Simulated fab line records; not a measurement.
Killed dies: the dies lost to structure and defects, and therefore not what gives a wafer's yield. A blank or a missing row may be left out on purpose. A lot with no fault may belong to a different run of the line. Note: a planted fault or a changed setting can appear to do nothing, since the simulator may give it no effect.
fab line records ; flow nandHarc
record lots=15; wafers=45; lastDay=25
route steps=1159 shown A_SGD_CUT@776 A_SLIT@780
lots untouched by any fault: they come from a run of this same line in which no faults occurred
startH: hours from the record's opening day to when the first of the lot's shown wafers began ; waitH: hours elapsed since this lot's preceding step ; " unchanged from the row above ; L1.1+2: a single row standing in for several wafers ; - either no value or no given start ; * or withheld: withheld ; < > ~ a bound
route shown NAME@n: names a module that has steps shown in the file, with the first one's number in the route ; usual: mean/standard deviation of fault-free wafers ; same: alike in all rows ; chamber/n: place in a boat ; sites: each site's reading ; _std_site: how widely they spread, as a standard deviation ; _edge_site: the outer-site mean with the inner-site mean subtracted ; radiusMm: how far each site lies from the wafer's centre ; mask NAME#n: copy n ; behind: the most recent tool/chamber to have shaped the wafer ; hold: what put the lot on hold/how long, in hours/how the hold closed ; device: the n, p or np transistor that did not switch ; end of line: the route-end tests of the same wafers ; for a step that has no rows: nothing shown but its recipe ; killed: the dies lost at the first sort to structure and to defects; this is not the yield of the wafer ; map: a wafer's dies, marking killed ones x, the rest . and places with no die _
set.NAME: setting as actually run; set.NAME@STEP: the setting as run at that earlier step ; model.NAME: the simulator's own value behind a step, which no gauge read
route steps across a sampled set of lots; one table per step, one row per wafer
services: the hour from which a tool's chamber was out of use, counted from the record's first day as startH (under 0 if before that day), plus the number of hours and why
## steps
# step NHARC_A_SGD_CUT_ETCHBACK_24
# recipe targetDepthA=500; overEtchFrac=0.3; timeS=92.857; ionEnergyEv=120; ch3fFlowSccm=50; o2FlowSccm=30; arFlowSccm=200; rfW=500; biasW=100; chemistry=CH3F/O2
# usual drypumpMotorCurrentA=5.8/0.67; oesProductAu=0.97/0.036; rfVppV=244.0/1.8; showerheadPlenumPTorr=2.44/0.12; throttleValvePct=20.663/0.0098
lot.wafer;tool;chamber;startH;waitH;drypumpMotorCurrentA;oesProductAu;rfHoursCounterH;rfVppV;showerheadPlenumPTorr;throttleValvePct
L669.1;rieDiel-04;1;319.00;0.2;6.6;0.95;2;245.2;2.41;20.675
L669.2;rieDiel-04;2;319.00;0.2;5.7;0.94;1;240.8;2.30;20.656
L669.5;rieDiel-04;1;319.00;0.2;6.6;0.95;-;244.4;2.41;20.666
L667.1;rieDiel-04;2;324.23;0.2;5.7;0.91;1;240.8;2.30;20.663
L667.2;rieDiel-04;0;324.23;0.2;5.3;0.92;2;242.1;2.31;20.664
L667.6;rieDiel-04;2;324.23;0.2;5.7;0.91;-;243.7;2.30;20.665
L670.1;rieDiel-06;1;339.71;0.2;6.3;1.01;8;244.8;2.34;20.654
L670.6;rieDiel-06;2;339.71;0.2;5.5;0.99;-;245.7;2.57;20.660
L670.5;rieDiel-06;3;339.71;0.2;6.4;0.98;-;246.0;2.54;20.700
L673.3;rieDiel-04;3;343.22;0.2;5.2;1.00;3;248.0;2.63;20.655
L673.6;rieDiel-04;0;343.22;0.2;5.3;1.00;-;243.5;2.31;20.673
L673.5;rieDiel-04;1;343.22;0.2;6.6;1.02;-;243.3;2.41;20.667
L672.3;rieDiel-06;0;343.23;0.2;6.6;0.92;8;246.0;2.55;20.668
L672.1;rieDiel-06;1;343.23;0.2;6.3;0.94;8;242.2;2.34;20.670
L672.4;rieDiel-06;2;343.23;0.2;5.5;0.93;9;245.1;2.57;20.641
L674.4;rieDiel-04;0;356.01;0.1;5.3;0.94;4;241.7;2.31;20.657
L674.2;rieDiel-04;1;356.01;0.1;6.6;0.95;4;243.2;2.41;20.645
L674.5;rieDiel-04;0;356.01;0.1;5.2;0.95;-;242.8;2.31;20.685
L677.4;rieDiel-06;2;369.27;0.2;5.5;1.00;12;246.2;2.57;20.672
L677.2;rieDiel-06;3;369.27;0.2;6.4;0.99;11;245.3;2.54;20.648
L677.6;rieDiel-06;2;369.27;0.2;5.5;0.99;-;246.3;2.57;20.663
L681.4;rieDiel-05;2;389.96;0.2;4.7;0.96;5;242.7;2.33;20.673
L681.6;rieDiel-05;1;389.96;0.2;6.4;0.95;-;246.3;2.55;20.682
L681.5;rieDiel-05;2;389.96;0.2;4.7;0.96;-;240.9;2.33;20.666
L679.4;rieDiel-05;2;402.44;0.1;4.7;1.00;6;241.6;2.33;20.663
L679.1;rieDiel-05;1;402.44;0.1;6.4;1.00;6;245.4;2.55;20.668
L679.5;rieDiel-05;2;402.44;0.1;4.7;1.00;-;242.6;2.33;20.658
L683.4;rieDiel-06;0;410.94;0.2;6.5;0.91;13;245.7;2.55;20.666
L683.2;rieDiel-06;2;410.94;0.2;5.5;0.92;15;246.7;2.57;20.671
L683.1;rieDiel-06;3;410.94;0.2;6.4;0.92;14;245.3;2.53;20.675
L680.1;rieDiel-04;1;410.95;0.1;6.6;0.94;8;244.1;2.41;20.655
L680.2;rieDiel-04;2;410.95;0.1;5.7;0.92;8;242.3;2.30;20.661
L680.4;rieDiel-04;3;410.95;0.1;5.2;0.92;8;246.8;2.63;20.650
L684.3;rieDiel-05;1;411.09;0.1;6.3;1.00;7;245.4;2.55;20.673
L684.2;rieDiel-05;2;411.09;0.1;4.7;1.00;8;242.4;2.33;20.673
L684.6;rieDiel-05;2;411.09;0.1;4.7;1.01;-;241.4;2.33;20.670
L688.3;rieDiel-06;2;428.63;0.2;5.5;1.00;0;245.0;2.57;20.644
L688.5;rieDiel-06;3;428.63;0.2;6.4;1.00;-;245.5;2.53;20.649
L688.6;rieDiel-06;0;428.63;0.2;6.6;0.98;-;245.3;2.55;20.663
L689.4;rieDiel-05;0;449.89;0.1;4.7;0.98;11;240.7;2.33;20.663
L689.2;rieDiel-05;1;449.89;0.1;6.4;0.97;11;243.2;2.55;20.667
L689.1;rieDiel-05;3;449.89;0.1;6.4;0.98;12;244.2;2.45;20.672
L690.4;rieDiel-04;2;460.87;0.2;5.7;0.99;10;242.1;2.30;20.657
L690.2;rieDiel-04;3;460.87;0.2;5.2;1.00;10;246.4;2.63;20.680
L690.1;rieDiel-04;0;460.87;0.2;5.3;0.99;11;241.8;2.31;20.661
# step NHARC_A_SGD_CUT_INSPECT_25
# usual rawDefectCount=303/84
lot.wafer;tool;chamber;startH;waitH;rawDefectCount
L669.1;defectInspect-02;-;319.22;-;342
L669.2;defectInspect-02;-;319.22;-;232
L669.5;defectInspect-02;-;319.22;-;461
L667.1;defectInspect-02;-;324.46;-;281
L667.2;defectInspect-02;-;324.46;-;467
L667.6;defectInspect-02;-;324.46;-;279
L670.1;defectInspect-01;-;339.91;-;306
L670.5;defectInspect-01;-;339.91;-;351
L670.6;defectInspect-01;-;339.91;-;350
L673.3;defectInspect-01;-;343.45;-;280
L673.5;defectInspect-01;-;343.45;-;323
L673.6;defectInspect-01;-;343.45;-;368
L672.1;defectInspect-02;-;343.46;-;282
L672.3;defectInspect-02;-;343.46;-;204
L672.4;defectInspect-02;-;343.46;-;323
L674.2;defectInspect-01;-;356.25;-;293
L674.4;defectInspect-01;-;356.25;-;348
L674.5;defectInspect-01;-;356.25;-;400
L677.2;defectInspect-01;-;369.50;-;384
L677.4;defectInspect-01;-;369.50;-;378
L677.6;defectInspect-01;-;369.50;-;469
L681.4;defectInspect-01;-;390.21;-;268
L681.5;defectInspect-01;-;390.21;-;292
L681.6;defectInspect-01;-;390.21;-;361
L679.1;defectInspect-02;-;402.68;-;271
L679.4;defectInspect-02;-;402.68;-;301
L679.5;defectInspect-02;-;402.68;-;258
L683.1;defectInspect-02;-;411.18;-;228
L683.2;defectInspect-02;-;411.18;-;470
L683.4;defectInspect-02;-;411.18;-;211
L680.1;defectInspect-01;-;411.19;-;527
L680.2;defectInspect-01;-;411.19;-;357
L680.4;defectInspect-01;-;411.19;-;281
L684.2;defectInspect-01;-;411.34;-;258
L684.3;defectInspect-01;-;411.34;-;188
L684.6;defectInspect-01;-;411.34;-;228
L688.3;defectInspect-01;-;428.82;-;318
L688.5;defectInspect-01;-;428.82;-;246
L688.6;defectInspect-01;-;428.82;-;247
L689.1;defectInspect-01;-;450.13;-;345
L689.2;defectInspect-01;-;450.13;-;256
L689.4;defectInspect-01;-;450.13;-;281
L690.1;defectInspect-02;-;461.09;-;244
L690.2;defectInspect-02;-;461.09;-;283
L690.4;defectInspect-02;-;461.09;-;282
# step NHARC_A_SLIT_DEP_00
# recipe targetThkA=32000; tempC=400; material=aC
# usual throttleValvePct=34.999/0.0088
lot.wafer;tool;chamber;startH;waitH;throttleValvePct
L669.1;aclDep-01;0;319.63;-;34.996
L669.2;aclDep-01;0;319.63;-;35.013
L669.5;aclDep-01;0;319.63;-;34.990
L667.1;aclDep-01;0;324.87;-;35.009
L667.2;aclDep-01;0;324.87;-;34.998
L667.6;aclDep-01;0;326.51;-;34.989
L670.1;aclDep-01;0;341.18;-;35.000
L670.5;aclDep-01;0;342.51;-;35.012
L670.6;aclDep-01;0;342.51;-;35.001
L672.1;aclDep-02;0;344.01;-;35.000
L672.3;aclDep-02;0;344.01;-;34.994
L672.4;aclDep-02;0;344.01;-;35.020
L673.3;aclDep-03;0;344.55;-;35.000
L673.5;aclDep-03;0;344.55;-;34.996
L673.6;aclDep-03;0;344.55;-;34.996
L674.2;aclDep-01;0;358.57;-;35.024
L674.4;aclDep-01;0;358.57;-;35.017
L674.5;aclDep-01;0;358.57;-;35.002
L677.2;aclDep-01;0;371.85;-;34.998
L677.4;aclDep-01;0;371.85;-;34.991
L677.6;aclDep-01;0;371.85;-;35.006
L681.4;aclDep-03;0;392.47;-;35.006
L681.5;aclDep-03;0;392.47;-;34.996
L681.6;aclDep-03;0;392.47;-;34.997
L679.1;aclDep-03;0;403.08;-;35.001
L679.4;aclDep-03;0;403.08;-;35.001
L679.5;aclDep-03;0;403.08;-;34.997
L683.1;aclDep-01;0;413.33;-;34.998
L683.2;aclDep-01;0;413.33;-;34.987
L683.4;aclDep-01;0;413.33;-;35.001
L680.1;aclDep-02;0;414.46;-;34.999
L680.2;aclDep-02;0;414.46;-;35.006
L680.4;aclDep-02;0;414.46;-;35.010
L684.2;aclDep-02;0;416.77;-;34.991
L684.3;aclDep-02;0;416.77;-;34.996
L684.6;aclDep-02;0;416.77;-;34.991
L688.3;aclDep-02;0;431.89;-;35.017
L688.5;aclDep-02;0;431.89;-;35.003
L688.6;aclDep-02;0;431.89;-;34.993
L689.1;aclDep-03;0;450.68;-;34.992
L689.2;aclDep-03;0;450.68;-;34.997
L689.4;aclDep-03;0;450.68;-;35.001
L690.1;aclDep-02;0;461.52;-;34.990
L690.2;aclDep-02;0;461.52;-;35.004
L690.4;aclDep-02;0;461.52;-;35.006
# step NHARC_A_SLIT_DEVELOP_08
# recipe developTimeS=35; devTempC=23
# usual chillPlateTempC=22.99/0.11; developTimeS=35/0
lot.wafer;tool;chamber;startH;waitH;chillPlateTempC;developTimeS
L669.1;lithoTrack-01;0;322;-;23.20;35
L669.2;lithoTrack-01;0;322;-;22.90;35
L669.5;lithoTrack-01;0;322;-;22.94;35
L667.1;lithoTrack-01;0;327;-;23.05;35
L667.2;lithoTrack-01;0;327;-;22.98;35
L667.6;lithoTrack-01;0;327;-;23.07;35
L670.1;lithoTrack-04;0;344;-;23.19;35
L670.5;lithoTrack-04;0;344;-;23.09;35
L670.6;lithoTrack-04;0;344;-;23.03;35
L673.3;lithoTrack-06;0;346;-;23.08;35
L673.5;lithoTrack-06;0;346;-;23.01;35
L673.6;lithoTrack-06;0;346;-;22.95;35
L672.1;lithoTrack-06;0;346;-;22.99;35
L672.3;lithoTrack-06;0;346;-;22.80;35
L672.4;lithoTrack-06;0;346;-;22.97;35
L674.2;lithoTrack-04;0;360;-;22.86;35
L674.4;lithoTrack-04;0;360;-;23.05;35
L674.5;lithoTrack-04;0;360;-;22.99;35
L677.2;lithoTrack-06;0;374;-;22.86;35
L677.4;lithoTrack-06;0;374;-;22.84;35
L677.6;lithoTrack-06;0;374;-;22.73;35
L681.4;lithoTrack-04;-;393;-;-;-
L681.5;lithoTrack-04;-;393;-;-;-
L681.6;lithoTrack-04;-;393;-;-;-
L679.1;lithoTrack-04;-;405;-;-;-
L679.4;lithoTrack-04;-;405;-;-;-
L679.5;lithoTrack-04;-;405;-;-;-
L683.1;lithoTrack-06;-;415;-;-;-
L683.2;lithoTrack-06;-;415;-;-;-
L683.4;lithoTrack-06;-;415;-;-;-
L680.1;lithoTrack-01;0;417;-;23.14;35
L680.2;lithoTrack-01;0;417;-;22.96;35
L680.4;lithoTrack-01;0;417;-;23.05;35
L684.2;lithoTrack-06;0;419;-;22.95;35
L684.3;lithoTrack-06;0;419;-;22.84;35
L684.6;lithoTrack-06;0;419;-;23.01;35
L688.3;lithoTrack-06;0;433;-;22.94;35
L688.5;lithoTrack-06;0;433;-;22.87;35
L688.6;lithoTrack-06;0;433;-;23.03;35
L689.1;lithoTrack-04;0;453;-;23.10;35
L689.2;lithoTrack-04;0;453;-;23.04;35
L689.4;lithoTrack-04;0;453;-;23.33;35
L690.1;lithoTrack-01;0;464;-;23.01;35
L690.2;lithoTrack-01;0;464;-;22.93;35
L690.4;lithoTrack-01;0;464;-;23.00;35
## services
tool;chamber;startH;hours;kind
aclDep-01;-;295.47;13.0;pm
rieDiel-04;0;297.90;-;clean
rieDiel-04;1;297.90;-;clean
rieDiel-04;2;297.90;-;clean
rieDiel-04;3;297.90;-;clean
rieDiel-05;3;307.16;35.4;repair
lithoTrack-04;-;316.00;7.0;pm
rieDiel-04;0;322.40;-;clean
rieDiel-04;1;322.40;-;clean
rieDiel-04;2;322.40;-;clean
rieDiel-04;3;322.40;-;clean
rieDiel-05;-;340.61;9.0;pm
rieDiel-04;0;346.90;-;clean
rieDiel-04;1;346.90;-;clean
rieDiel-04;2;346.90;-;clean
rieDiel-04;3;346.90;-;clean
aclDep-02;-;351.95;13.0;pm
rieDiel-04;0;371.40;-;clean
rieDiel-04;1;371.40;-;clean
aclDep-03;-;406.93;13.0;pm
rieDiel-06;-;418.34;9.0;pm
rieDiel-06;2;439.07;15.7;repair
aclDep-01;-;440.13;2.3;repair
lithoTrack-01;-;443.01;7.0;pm
## key
firstSign step=NHARC_A_SLIT_DEVELOP_08; reading=toolRecord; direction=missing
effect none on later readings
metAt NHARC_A_SLIT_DEVELOP_08
struckLots L679,L681,L683
laterRowsLeftOut L679.1,L679.4,L679.5,L681.4,L681.5,L681.6,L683.1,L683.2,L683.4
sortLeftOut L679.1,L679.4,L679.5,L681.4,L681.5,L681.6,L683.1,L683.2,L683.4
testerLeftOut L679,L681,L683
notActingAt NHARC_A_SGD_CUT_ETCHBACK_24,NHARC_A_SGD_CUT_INSPECT_25,NHARC_A_SLIT_DEP_00
fault kind=skippedStepWhole; tool=lithoTrack-04,lithoTrack-06; chamber=-; onsetH=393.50; steps=NHARC_A_SLIT_DEVELOP_08; scope=struckLotsOnly
# testerLeftOut: of these lots the tester's yield and bins aren't shown, on N5 and GAA mostly nor the transistor test; their killed dies are dies lost to structure and defects alone, not to doping, threshold or leakage, so they don't give the yield
# sortLeftOut: the simulated sort isn't trusted on such a fault, so these wafers' sort isn't shown, and their yield isn't known
# laterRowsLeftOut: the simulator's readings of these wafers behind a module that went badly wrong aren't trusted and aren't shown, but for the sort
